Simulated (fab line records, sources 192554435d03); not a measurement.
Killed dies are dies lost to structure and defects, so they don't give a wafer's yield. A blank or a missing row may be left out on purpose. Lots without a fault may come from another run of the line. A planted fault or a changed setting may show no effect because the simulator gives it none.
Chamber matching | flow n5_finfet | N5_FIN_SAQP_ETCH_51 on rie_diel-04: 4 sister chambers
The step etches SiARC in CF4, target depth 45.5 nm, time 75.8 s. 4 wafers are shown with their chamber, then 12 later ones without.

WAFERS WITH THEIR CHAMBER
wafer  | chamber | showerhead_plenum_p_Torr (Torr)
L081.1 | 2       | 2.23
L087.4 | 0       | 2.18
L089.4 | 1       | 2.14
L089.6 | 3       | 2.08

WAFERS WITHOUT THEIR CHAMBER
wafer  | showerhead_plenum_p_Torr (Torr)
L090.3 | 2.18
L090.5 | 2.14
L090.6 | 2.18
L091.1 | 2.08
L091.2 | 2.14
L091.6 | 2.18
L095.1 | 2.22
L095.4 | 2.08
L095.5 | 2.22
L097.1 | 2.18
L097.2 | 2.13
L097.6 | 2.18

WHICH CHAMBER EACH WENT THROUGH
wafer  | from the rows above | in truth
L090.3 | 0                   | 0
L090.5 | 1                   | 1
L090.6 | 0                   | 0
L091.1 | 3                   | 3
L091.2 | 1                   | 1
L091.6 | 0                   | 0
L095.1 | 2                   | 2
L095.4 | 3                   | 3
L095.5 | 2                   | 2
L097.1 | 0                   | 0
L097.2 | 1                   | 1
L097.6 | 0                   | 0
Placed correctly: 12 of 12. Can't be placed from these rows: 0. Placed wrongly: 0.
How it was worked out, from the rows above alone: a wafer's distance from a chamber is the root of the sum, over the readings, of the square of ((its reading less the chamber's mean) divided by the reading's scatter). The wafer belongs to the nearest chamber; if the next one is less than 2 further off, it can't be placed. A chamber's mean is the mean of its shown wafers. The scatter: with one shown wafer a chamber, the root of the mean of the squares of how far each hidden wafer lies from its nearest shown one.
